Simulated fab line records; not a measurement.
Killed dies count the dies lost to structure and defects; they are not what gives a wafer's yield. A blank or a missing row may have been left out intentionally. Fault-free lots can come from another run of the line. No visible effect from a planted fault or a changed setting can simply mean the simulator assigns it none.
Which tool is to blame? :: flow n5Finfet :: 9 lots, 27 wafers sampled, at 7 steps of a route of 1938

## WHAT THE GAUGES READ, wafer by wafer
N5_BEOL_M4_RC_MEAS_101. Usual: DIBL_N 36.2 mV/V, standard deviation 1.5; DIBL_P 36.2 mV/V, standard deviation 1.7; IOFF_N 0.155 nA/um, standard deviation 0.021; IOFF_P 0.216 nA/um, standard deviation 0.026; ION_N 674 uA/um, standard deviation 11; ION_P 464 uA/um, standard deviation 6.8; SS_N 71.5 mV/dec, standard deviation 0.56; SS_P 73.3 mV/dec, standard deviation 0.6; VT_N 250.2 mV, standard deviation 2.6; VT_P -249.3 mV, standard deviation 2.5.
lot: L376
measured: day 8 08:26
on: prober-02
DIBL_N (mV/V): 35.7 37.5 38.0
DIBL_P (mV/V): 35.2 37.7 37.4
IOFF_N (nA/um): 0.148 0.183 0.186
IOFF_P (nA/um): 0.202 0.246 0.230
ION_N (uA/um): 676 674 674
ION_P (uA/um): 460 463 464
SS_N (mV/dec): 71.5 72.8 71.8
SS_P (mV/dec): 73.0 73.4 73.8
VT_N (mV): 251.2 250.7 249.9
VT_P (mV): -251.9 -248.5 -249.7
flag: 

lot: L380
measured: day 9 03:25
on: prober-02
DIBL_N (mV/V): 36.6 35.7 36.9
DIBL_P (mV/V): 37.6 35.8 37.4
IOFF_N (nA/um): 0.171 0.152 0.170
IOFF_P (nA/um): 0.210 0.195 0.208
ION_N (uA/um): 688 660 671
ION_P (uA/um): 463 457 458
SS_N (mV/dec): 71.6 71.5 71.8
SS_P (mV/dec): 73.2 73.6 73.9
VT_N (mV): 250.8 254.5 248.4
VT_P (mV): -253.2 -252.2 -254.2
flag: 

lot: L381
measured: day 9 08:15
on: prober-01
DIBL_N (mV/V): 37.2 37.3 36.8
DIBL_P (mV/V): 38.9 39.0 38.0
IOFF_N (nA/um): 0.174 0.169 0.164
IOFF_P (nA/um): 0.232 0.236 0.217
ION_N (uA/um): 686 686 679
ION_P (uA/um): 470 474 458
SS_N (mV/dec): 71.9 71.9 71.8
SS_P (mV/dec): 74.4 74.0 73.7
VT_N (mV): 248.2 248.1 249.1
VT_P (mV): -249.4 -250.4 -251.1
flag: 

lot: L385
measured: day 10 12:46
on: prober-01
DIBL_N (mV/V): 36.2 36.6 36.1
DIBL_P (mV/V): 35.7 35.4 35.1
IOFF_N (nA/um): 0.160 0.160 0.150
IOFF_P (nA/um): 0.229 0.233 0.229
ION_N (uA/um): 659 665 661
ION_P (uA/um): 450 464 458
SS_N (mV/dec): 72.8 71.9 71.8
SS_P (mV/dec): 72.8 73.5 73.0
VT_N (mV): 250.3 251.0 251.0
VT_P (mV): -247.6 -246.4 -246.5
flag: 

lot: L387
measured: day 11 01:03
on: prober-02
DIBL_N (mV/V): 36.9 39.5 36.4
DIBL_P (mV/V): 36.2 39.9 36.4
IOFF_N (nA/um): 0.154 0.221 0.158
IOFF_P (nA/um): 0.235 0.302 0.239
ION_N (uA/um): 662 689 690
ION_P (uA/um): 463 479 473
SS_N (mV/dec): 71.2 71.5 72.1
SS_P (mV/dec): 72.6 73.6 72.4
VT_N (mV): 250.8 242.6 247.0
VT_P (mV): -246.5 -245.0 -247.0
flag: 

lot: L390
measured: day 11 18:53
on: prober-01
DIBL_N (mV/V): 38.2 37.7 37.7
DIBL_P (mV/V): 39.6 37.5 37.5
IOFF_N (nA/um): 0.180 0.155 0.155
IOFF_P (nA/um): 0.242 0.213 0.211
ION_N (uA/um): 678 652 671
ION_P (uA/um): 470 453 462
SS_N (mV/dec): 72.0 71.7 71.6
SS_P (mV/dec): 74.5 73.4 73.2
VT_N (mV): 245.3 250.9 251.0
VT_P (mV): -247.1 -250.8 -250.8
flag: 

lot: L391
measured: day 12 01:08
on: prober-02
DIBL_N (mV/V): 38.5 38.2 37.7
DIBL_P (mV/V): 38.7 39.2 38.4
IOFF_N (nA/um): 0.183 0.189 0.169
IOFF_P (nA/um): 0.238 0.261 0.238
ION_N (uA/um): 668 686 692
ION_P (uA/um): 458 475 471
SS_N (mV/dec): 72.5 72.6 72.5
SS_P (mV/dec): 74.1 73.4 73.2
VT_N (mV): 251.9 245.3 250.2
VT_P (mV): -248.7 -245.7 -248.6
flag: 

lot: L394
measured: day 12 23:12
on: prober-01
DIBL_N (mV/V): 36.0 36.7 34.5
DIBL_P (mV/V): 35.6 35.8 33.8
IOFF_N (nA/um): 0.143 0.140 0.109
IOFF_P (nA/um): 0.190 0.191 0.170
ION_N (uA/um): 676 659 665
ION_P (uA/um): 461 459 461
SS_N (mV/dec): 70.2 70.9 69.9
SS_P (mV/dec): 73.1 72.4 72.4
VT_N (mV): 248.3 250.8 254.4
VT_P (mV): -249.5 -251.7 -251.5
flag: 

lot: L396
measured: day 13 15:43
on: prober-01
DIBL_N (mV/V): 38.5 37.8 38.0
DIBL_P (mV/V): 37.4 36.8 36.3
IOFF_N (nA/um): 0.169 0.157 0.160
IOFF_P (nA/um): 0.240 0.241 0.234
ION_N (uA/um): 682 660 666
ION_P (uA/um): 472 463 460
SS_N (mV/dec): 71.6 72.0 71.7
SS_P (mV/dec): 74.0 74.0 73.9
VT_N (mV): 249.8 250.4 249.1
VT_P (mV): -248.0 -248.8 -248.1
flag: 

N5_BEOL_M13_THK_MEAS_50: measures by xrf. Usual: M13_THK 430 nm, standard deviation 5.9.
lot: L376
measured: day 11 13:32
on: filmMetro-01
M13_THK (nm): 425 429 426
flag: 

lot: L380
measured: day 12 14:41
on: filmMetro-01
M13_THK (nm): - - -
flag: OFF

lot: L381
measured: day 12 08:58
on: filmMetro-02
M13_THK (nm): - - -
flag: OFF

lot: L385
measured: day 13 21:38
on: filmMetro-01
M13_THK (nm): 433 425 432
flag: 

lot: L387
measured: day 13 21:52
on: filmMetro-01
M13_THK (nm): 432 427 432
flag: 

lot: L390
measured: day 14 15:25
on: filmMetro-02
M13_THK (nm): 421 431 428
flag: 

lot: L391
measured: day 15 00:35
on: filmMetro-02
M13_THK (nm): 426 419 419
flag: 

lot: L394
measured: day 15 18:31
on: filmMetro-01
M13_THK (nm): 432 423 432
flag: 

lot: L396
measured: day 16 17:53
on: filmMetro-01
M13_THK (nm): 430 429 428
flag: 

N5_BEOL_M13_RS_MEAS_54: measures by four-point-probe. Usual: M13_RS 0.0451 ohm/sq, standard deviation 0.00056.
lot: L376
measured: day 11 13:40
on: filmMetro-01
M13_RS (ohm/sq): 0.0459 0.0456 0.0459
flag: 

lot: L380
measured: day 12 14:49
on: filmMetro-01
M13_RS (ohm/sq): 57.508 57.203 58.339
flag: OFF

lot: L381
measured: day 12 09:05
on: filmMetro-02
M13_RS (ohm/sq): 56.630 56.805 56.083
flag: OFF

lot: L385
measured: day 13 21:46
on: filmMetro-02
M13_RS (ohm/sq): 0.0452 0.0459 0.0451
flag: 

lot: L387
measured: day 13 22:00
on: filmMetro-01
M13_RS (ohm/sq): 0.0450 0.0454 0.0448
flag: 

lot: L390
measured: day 14 15:33
on: filmMetro-01
M13_RS (ohm/sq): 0.0456 0.0446 0.0449
flag: 

lot: L391
measured: day 15 00:43
on: filmMetro-01
M13_RS (ohm/sq): 0.0451 0.0457 0.0457
flag: 

lot: L394
measured: day 15 18:38
on: filmMetro-02
M13_RS (ohm/sq): 0.0449 0.0460 0.0449
flag: 

lot: L396
measured: day 16 18:01
on: filmMetro-01
M13_RS (ohm/sq): 0.0454 0.0455 0.0456
flag: 

## EACH LOT AND THE TOOL THAT RAN IT (in order: tool; ch and the chambers of the sampled wafers; start)
lot: L376
N5_BEOL_M13_ETCH_68: rieDiel-03 ch 1,2, day 11 05:30
N5_BEOL_M13_PRE_CLEAN_42: pvdSputter-02, day 11 12:28
N5_BEOL_M13_SPUTTER_43: pvdSputter-02, day 11 12:31
N5_BEOL_M13_ECD_47: ecdCu-01 ch 0,1, day 11 12:50

lot: L380
N5_BEOL_M13_ETCH_68: rieDiel-06 ch 0,2, day 12 07:10
N5_BEOL_M13_PRE_CLEAN_42: pvdSputter-03, day 12 13:37
N5_BEOL_M13_SPUTTER_43: pvdSputter-03, day 12 13:39
N5_BEOL_M13_ECD_47: ecdCu-01 ch 1, day 12 13:56

lot: L381
N5_BEOL_M13_ETCH_68: rieDiel-03 ch 2,3, day 12 06:47
N5_BEOL_M13_PRE_CLEAN_42: pvdSputter-03, day 12 07:41
N5_BEOL_M13_SPUTTER_43: pvdSputter-03, day 12 07:44
N5_BEOL_M13_ECD_47: ecdCu-02 ch 0, day 12 08:01

lot: L385
N5_BEOL_M13_ETCH_68: rieDiel-03 ch 1,2,3, day 13 17:36
N5_BEOL_M13_PRE_CLEAN_42: pvdSputter-02, day 13 20:34
N5_BEOL_M13_SPUTTER_43: pvdSputter-02, day 13 20:37
N5_BEOL_M13_ECD_47: ecdCu-01 ch 0,1, day 13 20:53

lot: L387
N5_BEOL_M13_ETCH_68: rieDiel-03 ch 0,1,2, day 13 18:13
N5_BEOL_M13_PRE_CLEAN_42: pvdSputter-03, day 13 20:46
N5_BEOL_M13_SPUTTER_43: pvdSputter-03, day 13 20:49
N5_BEOL_M13_ECD_47: ecdCu-02 ch 0, day 13 21:05

lot: L390
N5_BEOL_M13_ETCH_68: rieDiel-06 ch 0,1,2, day 14 11:31
N5_BEOL_M13_PRE_CLEAN_42: pvdSputter-01, day 14 13:55
N5_BEOL_M13_SPUTTER_43: pvdSputter-01, day 14 13:58
N5_BEOL_M13_ECD_47: ecdCu-02 ch 0,1, day 14 14:17

lot: L391
N5_BEOL_M13_ETCH_68: rieDiel-03 ch 0,2, day 14 21:53
N5_BEOL_M13_PRE_CLEAN_42: pvdSputter-03, day 14 23:11
N5_BEOL_M13_SPUTTER_43: pvdSputter-03, day 14 23:14
N5_BEOL_M13_ECD_47: ecdCu-01 ch 0,1, day 14 23:33

lot: L394
N5_BEOL_M13_ETCH_68: rieDiel-01 ch 0,2, day 15 16:25
N5_BEOL_M13_PRE_CLEAN_42: pvdSputter-01, day 15 17:26
N5_BEOL_M13_SPUTTER_43: pvdSputter-01, day 15 17:29
N5_BEOL_M13_ECD_47: ecdCu-02 ch 0,1, day 15 17:46

lot: L396
N5_BEOL_M13_ETCH_68: rieDiel-03 ch 0,1, day 16 14:59
N5_BEOL_M13_PRE_CLEAN_42: pvdSputter-02, day 16 16:49
N5_BEOL_M13_SPUTTER_43: pvdSputter-02, day 16 16:51
N5_BEOL_M13_ECD_47: ecdCu-01 ch 0, day 16 17:08
- N5_BEOL_M13_ETCH_68: etches SOC in N2/H2, time 355 s.
- N5_BEOL_M13_PRE_CLEAN_42: time 30 s.
- N5_BEOL_M13_SPUTTER_43: material TaN, target thk 15 nm, time 24.19 s.
- N5_BEOL_M13_ECD_47: material Cu, target thk 936 nm.

## AS READ BY THE TOOLS THEMSELVES (means over the sampled wafers that have a number; for cases with no such wafer, the mark the record gives instead)
N5_BEOL_M13_ETCH_68. Usual: drypumpMotorCurrentA 5.8 A, standard deviation 0.45; oesProductAu 0.77 a.u., standard deviation 0.081; rfVppV 525.3 V, standard deviation 1.9; showerheadPlenumPTorr 2.60 Torr, standard deviation 0.065; throttleValvePct 17.70 %, standard deviation 0.26.
lot: L376
tool: rieDiel-03
drypumpMotorCurrentA (A): 6.0
oesProductAu (a.u.): 0.71
rfVppV (V): 526.5
showerheadPlenumPTorr (Torr): 2.62
throttleValvePct (%): 17.88
flag: 

lot: L380
tool: rieDiel-06
drypumpMotorCurrentA (A): 5.9
oesProductAu (a.u.): 0.73
rfVppV (V): 523.3
showerheadPlenumPTorr (Torr): 2.49
throttleValvePct (%): 18.05
flag: 

lot: L381
tool: rieDiel-03
drypumpMotorCurrentA (A): 5.9
oesProductAu (a.u.): 0.76
rfVppV (V): 525.2
showerheadPlenumPTorr (Torr): 2.61
throttleValvePct (%): 17.83
flag: 

lot: L385
tool: rieDiel-03
drypumpMotorCurrentA (A): 5.9
oesProductAu (a.u.): 0.75
rfVppV (V): 526.0
showerheadPlenumPTorr (Torr): 2.61
throttleValvePct (%): 17.85
flag: 

lot: L387
tool: rieDiel-03
drypumpMotorCurrentA (A): 5.7
oesProductAu (a.u.): 0.70
rfVppV (V): 526.2
showerheadPlenumPTorr (Torr): 2.62
throttleValvePct (%): 17.79
flag: 

lot: L390
tool: rieDiel-06
drypumpMotorCurrentA (A): 5.8
oesProductAu (a.u.): 0.78
rfVppV (V): 523.7
showerheadPlenumPTorr (Torr): 2.55
throttleValvePct (%): 17.79
flag: 

lot: L391
tool: rieDiel-03
drypumpMotorCurrentA (A): 5.8
oesProductAu (a.u.): 0.69
rfVppV (V): 525.7
showerheadPlenumPTorr (Torr): 2.61
throttleValvePct (%): 17.81
flag: 

lot: L394
tool: rieDiel-01
drypumpMotorCurrentA (A): 5.8
oesProductAu (a.u.): 0.84
rfVppV (V): 525.9
showerheadPlenumPTorr (Torr): 2.60
throttleValvePct (%): 17.67
flag: 

lot: L396
tool: rieDiel-03
drypumpMotorCurrentA (A): 5.5
oesProductAu (a.u.): 0.69
rfVppV (V): 525.6
showerheadPlenumPTorr (Torr): 2.61
throttleValvePct (%): 17.72
flag: 

N5_BEOL_M13_PRE_CLEAN_42. Usual: heaterPowerW reads 364 W (standard deviation 33).
lot: L376
tool: pvdSputter-02
heaterPowerW (W): 354
flag: 

lot: L380
tool: pvdSputter-03
heaterPowerW (W): 378
flag: 

lot: L381
tool: pvdSputter-03
heaterPowerW (W): 345
flag: 

lot: L385
tool: pvdSputter-02
heaterPowerW (W): 359
flag: 

lot: L387
tool: pvdSputter-03
heaterPowerW (W): 365
flag: 

lot: L390
tool: pvdSputter-01
heaterPowerW (W): 369
flag: 

lot: L391
tool: pvdSputter-03
heaterPowerW (W): 343
flag: 

lot: L394
tool: pvdSputter-01
heaterPowerW (W): 379
flag: 

lot: L396
tool: pvdSputter-02
heaterPowerW (W): 373
flag: 

N5_BEOL_M13_SPUTTER_43. Usual: cathodeDcPowerW 15000 W, standard deviation 2.8; throttleValvePct 30.1 %, standard deviation 0.97.
lot: L376
tool: pvdSputter-02
cathodeDcPowerW (W): 15001
throttleValvePct (%): 31.2
flag: 

lot: L380
tool: pvdSputter-03
cathodeDcPowerW (W): 15002
throttleValvePct (%): 28.8
flag: 

lot: L381
tool: pvdSputter-03
cathodeDcPowerW (W): 14999
throttleValvePct (%): 29.6
flag: 

lot: L385
tool: pvdSputter-02
cathodeDcPowerW (W): 15002
throttleValvePct (%): 30.7
flag: 

lot: L387
tool: pvdSputter-03
cathodeDcPowerW (W): 15000
throttleValvePct (%): 28.8
flag: 

lot: L390
tool: pvdSputter-01
cathodeDcPowerW (W): 15003
throttleValvePct (%): 30.3
flag: 

lot: L391
tool: pvdSputter-03
cathodeDcPowerW (W): 15001
throttleValvePct (%): 29.8
flag: 

lot: L394
tool: pvdSputter-01
cathodeDcPowerW (W): 15002
throttleValvePct (%): 30.3
flag: 

lot: L396
tool: pvdSputter-02
cathodeDcPowerW (W): 15002
throttleValvePct (%): 31.3
flag: 

## THE ANSWER, worked out from the rows above alone
Rule: a lot is off if the mean of its wafers that have a number lies more than 3 standard deviations from the usual mean. A lot without any number at a reading at which 4 lots or more have one is off too. All remaining lots with rows at the step are treated as sound. First the gauges in route order, then the tools' own readings, where a lot's mean is used as printed above. At the first step where some lot is off, the reading lying furthest off is the one used; lots without a number count as furthest.
Off: at N5_BEOL_M13_THK_MEAS_50 (M13_THK), L380, L381. Without a number there: L380, L381.
A tool fits if, at a process step before that reading, it ran every lot that is off, and no sound lot after the first of them. Those tools and the gauges at N5_BEOL_M13_THK_MEAS_50 are tried in the same way. Not one of the candidates tried fits.

## WHAT THE SIMULATOR HAD PUT IN
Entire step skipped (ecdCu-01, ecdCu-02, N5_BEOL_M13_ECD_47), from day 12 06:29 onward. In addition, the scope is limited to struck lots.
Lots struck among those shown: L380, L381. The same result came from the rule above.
